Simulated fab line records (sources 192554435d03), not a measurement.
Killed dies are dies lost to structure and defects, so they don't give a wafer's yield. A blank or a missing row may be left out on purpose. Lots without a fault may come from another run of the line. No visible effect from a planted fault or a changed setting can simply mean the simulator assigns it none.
Chamber matching | flow n5Finfet | aldMetal-01 running N5_BEOL_M11_ALD_74: 4 sister chambers
The step deposits TaN, target thk 2 nm, pulse time 2 s, purge time 3 s. 22 wafers are shown with their chamber, then 11 later ones without.

WAFERS PAIRED WITH THEIR CHAMBERS
wafer  | chamber | heaterPowerW (W)
L074.2 | 0       | 369
L074.3 | 1       | 470
L074.4 | 3       | 407
L078.2 | 1       | 455
L078.3 | 3       | 400
L078.4 | 0       | 365
L080.1 | 0       | 373
L080.3 | 3       | 402
L080.4 | 2       | 428
L081.1 | 3       | 410
L081.3 | 0       | 365
L081.6 | 2       | 441
L083.1 | 1       | 464
L083.4 | 0       | 365
L083.5 | 0       | 369
L085.2 | 2       | 431
L085.4 | 3       | 397
L085.5 | 2       | 429
L086.2 | 0       | 379
L086.3 | 2       | 434
L086.6 | 2       | 437
L087.3 | 3       | 406

SIGNATURES, as means of the wafers listed above
reading      | chamber 0 | chamber 1 | chamber 2 | chamber 3 | scatter within a chamber
heaterPowerW | 369.29    | 463.00    | 433.33    | 403.67    | 5.38
Rule: for each reading, subtract the chamber's mean from the wafer's reading, divide by that reading's scatter and square the result; add these up over the readings and take the root, which gives the wafer's distance from the chamber. If the next closest chamber is less than 2 further off than the closest, the wafer can't be placed; otherwise it belongs to the closest. The scatter: take each reading less its chamber's mean, square it, sum over the shown wafers, divide by the number of wafers less the number of chambers, and take the root.

WAFERS WITHOUT THEIR CHAMBER
wafer  | heaterPowerW (W)
L087.5 | 401
L087.6 | 419
L093.2 | 466
L093.3 | 374
L093.4 | 433
L095.2 | 464
L095.5 | 458
L095.6 | 371
L096.4 | 400
L096.5 | 464
L096.6 | 436

WHICH CHAMBER EACH WENT THROUGH
wafer  | from the rows above     | in truth
L087.5 | 3                       | 3
L087.6 | can't be placed: 2 or 3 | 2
L093.2 | 1                       | 1
L093.3 | 0                       | 0
L093.4 | 2                       | 2
L095.2 | 1                       | 1
L095.5 | 1                       | 1
L095.6 | 0                       | 0
L096.4 | 3                       | 3
L096.5 | 1                       | 1
L096.6 | 2                       | 2
Correctly placed: 10 of 11. From these rows, 1 cannot be placed; in 1 the true chamber is one of the candidates. Number placed wrongly: 0.
